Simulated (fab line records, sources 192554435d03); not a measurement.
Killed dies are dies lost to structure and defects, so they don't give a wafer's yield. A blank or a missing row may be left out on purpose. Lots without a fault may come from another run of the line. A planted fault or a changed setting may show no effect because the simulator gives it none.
One fault seen from 3 desks | flow n5_finfet | each desk has only its own numbers; what lay behind them comes last

THE METROLOGY DESK
What the gauges read, lot by lot, whatever tool the lot ran on: means of the sampled wafers that have a number. A lot is out of limits, marked OUT, if its mean lies more than 4 standard deviations from the usual mean; the brackets give that distance.
Columns: A = M10_ILD_THK at N5_BEOL_M10_THK_MEAS_01, usual 268 nm
lot  | first seen here | A
L554 | day 9 23:16     | 270
L553 | day 10 09:13    | 268
L555 | day 10 10:11    | 262
L557 | day 11 04:22    | 269
L560 | day 11 18:19    | 266
L565 | day 12 19:22    | 286 (+4.6) OUT
L567 | day 13 07:31    | 282
L570 | day 14 08:08    | 269
L569 | day 14 12:33    | 293 (+6.6) OUT
L571 | day 14 18:35    | 268
L573 | day 15 13:58    | 266
L576 | day 15 21:55    | 266
This desk's finding: out of limits on L565, L569; first on L565, day 12 19:22 (M10_ILD_THK at N5_BEOL_M10_THK_MEAS_01). In limits: L554, L553, L555, L557, L560, L567, L570, L571, L573, L576.

THE TOOL OWNER'S DESK: pecvd-02
The tool's own readings at N5_BEOL_M10_ILD_DEP_00 (deposits SiCOH lowk from DEMS/porogen, target thk 308.51 nm, time 58 s): means of the sampled wafers that have a number, for each lot that ran on this tool. A lot is out of limits, marked OUT, if its mean lies more than 4 standard deviations from the usual mean; the brackets give that distance.
Columns: A = heater_power_outer_w at N5_BEOL_M10_ILD_DEP_00, usual 123 W; B = heater_power_w at N5_BEOL_M10_ILD_DEP_00, usual 277 W; C = rf_fwd_power_W at N5_BEOL_M10_ILD_DEP_00, usual 495.2 W; D = run_length_s at N5_BEOL_M10_ILD_DEP_00, usual 100.8 s; E = showerhead_plenum_p_Torr at N5_BEOL_M10_ILD_DEP_00, usual 5.740 Torr; F = throttle_valve_pct at N5_BEOL_M10_ILD_DEP_00, usual 14.1 %
lot  | first seen here | A   | B   | C     | D                | E     | F
L553 | day 10 08:37    | 132 | 290 | 495.3 | 101.1            | 5.736 | 14.1
L555 | day 10 09:07    | 92  | 236 | 496.5 | 100.8            | 5.736 | 14.6
L560 | day 11 17:43    | 107 | 260 | 494.6 | 100.9            | 5.744 | 14.4
L565 | day 12 18:46    | 122 | 261 | 495.4 | 104.2 (+8.6) OUT | 5.744 | 14.3
L567 | day 13 06:55    | 116 | 256 | 495.8 | 104.0 (+8.0) OUT | 5.734 | 14.4
L569 | day 14 11:58    | 121 | 280 | 497.1 | 107.0 (+16) OUT  | 5.752 | 14.2
This desk's finding: out of limits on L565, L567, L569; first on L565, day 12 18:46 (run_length_s at N5_BEOL_M10_ILD_DEP_00). In limits: L553, L555, L560.

THE DEFECT DESK
What the inspections along the route counted, lot by lot: means of the sampled wafers that have a number. A lot is out of limits, marked OUT, if its mean lies more than 4 standard deviations from the usual mean; the brackets give that distance.
Columns: A = raw_defect_count at N5_BEOL_M9_INSPECT_58, usual 64
lot  | first seen here | A
L554 | day 9 22:38     | 53
L553 | day 10 08:35    | 51
L555 | day 10 09:04    | 82
L557 | day 11 03:31    | 63
L560 | day 11 17:41    | 62
L565 | day 12 18:43    | 52
L567 | day 13 06:53    | 50
L570 | day 14 07:30    | 61
L569 | day 14 11:55    | 42
L571 | day 14 17:58    | 88
L573 | day 15 13:20    | 59
L576 | day 15 21:17    | 62
This desk's finding: nothing out of limits on any of the 12 lots.

PUT TOGETHER
The tool owner's desk could have raised an alarm at day 12 18:46, on L565, L567, L569.
The metrology desk could have raised an alarm at day 12 19:22, on L565, L569.
The defect desk saw nothing out of limits.
The metrology desk has L567 on record, within its limits.
The defect desk has L565, L567, L569 on record, within its limits.
Of the lots named, all ran N5_BEOL_M10_ILD_DEP_00 on pecvd-02.

WHAT THE SIMULATOR HAD PUT IN
Process parameter drift: pecvd-02, from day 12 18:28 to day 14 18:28, at N5_BEOL_M10_ILD_DEP_00. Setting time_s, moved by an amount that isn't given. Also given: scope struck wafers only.
Lots struck among those shown: L565, L567, L569.
Hours from the fault's start to each desk's first reading out of limits: the tool owner's desk, 0; the metrology desk, 1.
